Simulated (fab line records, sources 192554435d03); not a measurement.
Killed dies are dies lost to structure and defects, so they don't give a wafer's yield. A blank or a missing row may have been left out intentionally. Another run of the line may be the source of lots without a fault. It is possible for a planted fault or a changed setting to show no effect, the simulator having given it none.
Matching of chambers || flow n5-finfet || 3 sister chambers for N5_BEOL_M7_ILD_DEP_00 on pecvd-04
The step deposits SiCOH lowk from DEMS/porogen, target thk 179.75 nm, time 33.4 s. 20 wafers are shown with their chamber, then 10 later ones without.

== WAFERS, EACH WITH ITS CHAMBER ==
{"wafer": "L417.1", "chamber": 1, "heater-power-w (W)": 326, "throttle-valve-pct (%)": 13.6, "showerhead-plenum-p-Torr (Torr)": 5.702}
{"wafer": "L417.3", "chamber": 0, "heater-power-w (W)": 315, "throttle-valve-pct (%)": 14.3, "showerhead-plenum-p-Torr (Torr)": 5.747}
{"wafer": "L417.6", "chamber": 2, "heater-power-w (W)": 429, "throttle-valve-pct (%)": 13.4, "showerhead-plenum-p-Torr (Torr)": 5.753}
{"wafer": "L420.1", "chamber": 2, "heater-power-w (W)": 410, "throttle-valve-pct (%)": 13.2, "showerhead-plenum-p-Torr (Torr)": 5.746}
{"wafer": "L420.4", "chamber": 2, "heater-power-w (W)": 419, "throttle-valve-pct (%)": 13.2, "showerhead-plenum-p-Torr (Torr)": 5.759}
{"wafer": "L420.5", "chamber": 0, "heater-power-w (W)": 314, "throttle-valve-pct (%)": 14.5, "showerhead-plenum-p-Torr (Torr)": 5.740}
{"wafer": "L421.1", "chamber": 1, "heater-power-w (W)": 288, "throttle-valve-pct (%)": 13.3, "showerhead-plenum-p-Torr (Torr)": 5.708}
{"wafer": "L421.3", "chamber": 2, "heater-power-w (W)": 450, "throttle-valve-pct (%)": 13.2, "showerhead-plenum-p-Torr (Torr)": 5.760}
{"wafer": "L421.4", "chamber": 0, "heater-power-w (W)": 319, "throttle-valve-pct (%)": 14.1, "showerhead-plenum-p-Torr (Torr)": 5.754}
{"wafer": "L423.1", "chamber": 1, "heater-power-w (W)": 285, "throttle-valve-pct (%)": 13.3, "showerhead-plenum-p-Torr (Torr)": 5.713}
{"wafer": "L423.4", "chamber": 1, "heater-power-w (W)": 284, "throttle-valve-pct (%)": 13.0, "showerhead-plenum-p-Torr (Torr)": 5.730}
{"wafer": "L423.6", "chamber": 2, "heater-power-w (W)": 441, "throttle-valve-pct (%)": 13.1, "showerhead-plenum-p-Torr (Torr)": 5.744}
{"wafer": "L424.1", "chamber": 0, "heater-power-w (W)": 339, "throttle-valve-pct (%)": 14.5, "showerhead-plenum-p-Torr (Torr)": 5.745}
{"wafer": "L424.3", "chamber": 1, "heater-power-w (W)": 260, "throttle-valve-pct (%)": 13.2, "showerhead-plenum-p-Torr (Torr)": 5.723}
{"wafer": "L424.4", "chamber": 1, "heater-power-w (W)": 265, "throttle-valve-pct (%)": 13.2, "showerhead-plenum-p-Torr (Torr)": 5.713}
{"wafer": "L426.2", "chamber": 2, "heater-power-w (W)": 441, "throttle-valve-pct (%)": 13.3, "showerhead-plenum-p-Torr (Torr)": 5.749}
{"wafer": "L426.4", "chamber": 2, "heater-power-w (W)": 433, "throttle-valve-pct (%)": 13.5, "showerhead-plenum-p-Torr (Torr)": 5.748}
{"wafer": "L426.6", "chamber": 1, "heater-power-w (W)": 305, "throttle-valve-pct (%)": 13.5, "showerhead-plenum-p-Torr (Torr)": 5.716}
{"wafer": "L428.2", "chamber": 0, "heater-power-w (W)": 340, "throttle-valve-pct (%)": 14.5, "showerhead-plenum-p-Torr (Torr)": 5.748}
{"wafer": "L428.3", "chamber": 1, "heater-power-w (W)": 286, "throttle-valve-pct (%)": 13.3, "showerhead-plenum-p-Torr (Torr)": 5.730}

SIGNATURES (averages over the wafers above)
{"reading": "heater-power-w", "chamber 0": 325.40, "chamber 1": 287.38, "chamber 2": 431.86, "scatter within a chamber": 17}
{"reading": "throttle-valve-pct", "chamber 0": 14.380, "chamber 1": 13.300, "chamber 2": 13.271, "scatter within a chamber": 0.168}
{"reading": "showerhead-plenum-p-Torr", "chamber 0": 5.74680, "chamber 1": 5.71687, "chamber 2": 5.75129, "scatter within a chamber": 0.00786}
Rule: a wafer lies at a distance from a chamber equal to the root of the sum of squares, over the readings, of (its reading less the chamber's mean, divided by the reading's scatter). If the next closest chamber is less than 2 further off than the closest, the wafer can't be placed; otherwise it belongs to the closest. How the scatter is found: for the shown wafers, subtract from each reading the mean of its chamber, square and add these, divide the total by (wafers less chambers), then take the root.

== WAFERS WITH NO CHAMBER GIVEN ==
{"wafer": "L428.4", "heater-power-w (W)": 420, "throttle-valve-pct (%)": 13.2, "showerhead-plenum-p-Torr (Torr)": 5.761}
{"wafer": "L433.3", "heater-power-w (W)": 338, "throttle-valve-pct (%)": 14.5, "showerhead-plenum-p-Torr (Torr)": 5.761}
{"wafer": "L433.4", "heater-power-w (W)": 425, "throttle-valve-pct (%)": 13.4, "showerhead-plenum-p-Torr (Torr)": 5.758}
{"wafer": "L433.5", "heater-power-w (W)": 338, "throttle-valve-pct (%)": 14.5, "showerhead-plenum-p-Torr (Torr)": 5.739}
{"wafer": "L438.2", "heater-power-w (W)": 301, "throttle-valve-pct (%)": 13.3, "showerhead-plenum-p-Torr (Torr)": 5.732}
{"wafer": "L438.5", "heater-power-w (W)": 304, "throttle-valve-pct (%)": 13.3, "showerhead-plenum-p-Torr (Torr)": 5.704}
{"wafer": "L438.6", "heater-power-w (W)": 450, "throttle-valve-pct (%)": 13.4, "showerhead-plenum-p-Torr (Torr)": 5.763}
{"wafer": "L439.2", "heater-power-w (W)": 321, "throttle-valve-pct (%)": 14.4, "showerhead-plenum-p-Torr (Torr)": 5.746}
{"wafer": "L439.4", "heater-power-w (W)": 354, "throttle-valve-pct (%)": 13.7, "showerhead-plenum-p-Torr (Torr)": 5.766}
{"wafer": "L439.5", "heater-power-w (W)": 322, "throttle-valve-pct (%)": 14.5, "showerhead-plenum-p-Torr (Torr)": 5.745}

== CHAMBER TAKEN BY EACH ==
{"wafer": "L428.4", "from the rows above": 2, "in truth": 2}
{"wafer": "L433.3", "from the rows above": 0, "in truth": 0}
{"wafer": "L433.4", "from the rows above": 2, "in truth": 2}
{"wafer": "L433.5", "from the rows above": 0, "in truth": 0}
{"wafer": "L438.2", "from the rows above": 1, "in truth": 1}
{"wafer": "L438.5", "from the rows above": 1, "in truth": 1}
{"wafer": "L438.6", "from the rows above": 2, "in truth": 2}
{"wafer": "L439.2", "from the rows above": 0, "in truth": 0}
{"wafer": "L439.4", "from the rows above": "can't be placed: 0 or 2", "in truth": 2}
{"wafer": "L439.5", "from the rows above": 0, "in truth": 0}
9 of 10 placed correctly. Unplaceable from these rows: 1, with the true chamber sitting among the candidates in 1. Placed wrongly: 0.
